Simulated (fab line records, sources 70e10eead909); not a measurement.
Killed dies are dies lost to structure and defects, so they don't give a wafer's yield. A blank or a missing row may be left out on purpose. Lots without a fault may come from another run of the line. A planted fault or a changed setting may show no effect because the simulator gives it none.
Chamber matching | flow nand_harc | NHARC_A_WL_FILL_ALD_00 on ald_hk-02: 4 sister chambers
The step deposits Al2O3, target thk 3 nm, pulse time 3 s, ald cycles 30. 16 wafers are shown with their chamber, then 8 later ones without.

WAFERS WITH THEIR CHAMBER
wafer  | chamber | heater_power_w (W) | precursor_pulse_height_rel
L075.2 | 0       | 493                | 0.999
L075.3 | 3       | 431                | 0.980
L075.4 | 2       | 379                | 1.010
L074.1 | 2       | 371                | 1.011
L074.2 | 1       | 506                | 1.015
L074.6 | 1       | 500                | 1.014
L079.1 | 2       | 381                | 0.996
L079.2 | 3       | 428                | 1.007
L079.5 | 1       | 493                | 1.005
L084.3 | 1       | 466                | 1.008
L084.5 | 3       | 435                | 1.021
L084.6 | 0       | 482                | 0.978
L083.1 | 0       | 471                | 1.049
L083.2 | 1       | 465                | 0.994
L083.5 | 2       | 375                | 0.990
L087.1 | 2       | 375                | 0.983

SIGNATURES (means of the wafers above)
reading                    | chamber 0 | chamber 1 | chamber 2 | chamber 3 | scatter within a chamber
heater_power_w             | 482.00    | 486.00    | 376.20    | 431.33    | 12.3
precursor_pulse_height_rel | 1.00867   | 1.00720   | 0.99800   | 1.00267   | 0.0192
Rule: a wafer's distance from a chamber is the root of the sum, over the readings, of the square of ((its reading less the chamber's mean) divided by the reading's scatter). The wafer belongs to the nearest chamber; if the next one is less than 2 further off, it can't be placed. The scatter: the root of (the sum of the squares of (reading less its chamber's mean) over the shown wafers, divided by (wafers less chambers)).

WAFERS WITHOUT THEIR CHAMBER
wafer  | heater_power_w (W) | precursor_pulse_height_rel
L087.5 | 460                | 0.988
L087.6 | 477                | 1.005
L088.4 | 455                | 0.974
L088.5 | 379                | 0.979
L088.6 | 457                | 0.985
L091.2 | 464                | 0.993
L091.3 | 382                | 0.977
L091.6 | 488                | 0.994

WHICH CHAMBER EACH WENT THROUGH
wafer  | from the rows above          | in truth
L087.5 | can't be placed: 0 or 1 or 3 | 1
L087.6 | can't be placed: 0 or 1      | 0
L088.4 | can't be placed: 3 or 0 or 1 | 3
L088.5 | 2                            | 2
L088.6 | can't be placed: 3 or 0 or 1 | 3
L091.2 | can't be placed: 0 or 1 or 3 | 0
L091.3 | 2                            | 2
L091.6 | can't be placed: 1 or 0      | 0
Placed correctly: 2 of 8. Can't be placed from these rows: 6 (the true chamber is among the candidates in 6). Placed wrongly: 0.
